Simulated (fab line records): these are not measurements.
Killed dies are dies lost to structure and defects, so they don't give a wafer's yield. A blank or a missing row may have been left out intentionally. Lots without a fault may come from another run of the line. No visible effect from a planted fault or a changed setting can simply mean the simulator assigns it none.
One fault through the eyes of 2 desks    flow nandHarc    each desk has only its own numbers; what lay behind them comes last

== FROM THE METROLOGY DESK ==
What the gauges read for every lot (on any tool): the sampled wafers with a number, averaged. Any lot whose mean is over 4 standard deviations away from the usual mean is out of limits and marked OUT; that distance is given in the brackets.
Columns: A = thkNm at NHARC_A_BONDPAD_THK_MEAS_20, usual 169.7 nm
lot   first seen here  A
L387  day 18 08:22     169.3
L390  day 18 20:43     171.8
L388  day 18 21:02     170.5
L389  day 19 01:34     169.1
L394  day 20 01:32     169.6
L395  day 20 03:40     169.4
L401  day 22 04:21     169.7
L406  day 22 05:16     170.5
L405  day 22 17:19     169.6
L407  day 23 01:42     170.4
L410  day 23 04:01     169.5
L408  day 23 17:42     169.6
This desk's verdict: no lot among the 12 shows anything out of limits.

== TOOL OWNER'S DESK, rieDiel-12 ==
The tool's own readings at NHARC_A_STAIRCASE_STRIP_295 (strips in O2): means of the sampled wafers that have a number, for each lot that ran on this tool. Any lot whose mean is over 4 standard deviations away from the usual mean is out of limits and marked OUT; that distance is given in the brackets.
Columns: A = drypumpMotorCurrentA at NHARC_A_STAIRCASE_STRIP_295, usual 5.8 A; B = oesProductAu at NHARC_A_STAIRCASE_STRIP_295, usual 0.997 a.u.; C = rfVppV at NHARC_A_STAIRCASE_STRIP_295, usual 57.8 V; D = showerheadPlenumPTorr at NHARC_A_STAIRCASE_STRIP_295, usual 3.54 Torr; E = throttleValvePct at NHARC_A_STAIRCASE_STRIP_295, usual 17.037 %
lot   first seen here  A    B      C     D     E
L387  day 11 07:49     5.8  0.988  57.3  3.61  17.037
L390  day 11 23:05     5.6  0.986  57.2  3.46  17.033
L389  day 12 13:12     5.6  0.995  57.9  3.55  17.039
L394  day 13 01:04     5.8  0.994  57.2  3.60  17.036
This desk's verdict: no lot among the 4 shows anything out of limits.

== TAKEN TOGETHER ==
At the metrology desk, nothing out of limits was observed.
Nothing out of limits was seen by the tool owner's desk.

== WHAT HAD BEEN PUT IN BY THE SIMULATOR ==
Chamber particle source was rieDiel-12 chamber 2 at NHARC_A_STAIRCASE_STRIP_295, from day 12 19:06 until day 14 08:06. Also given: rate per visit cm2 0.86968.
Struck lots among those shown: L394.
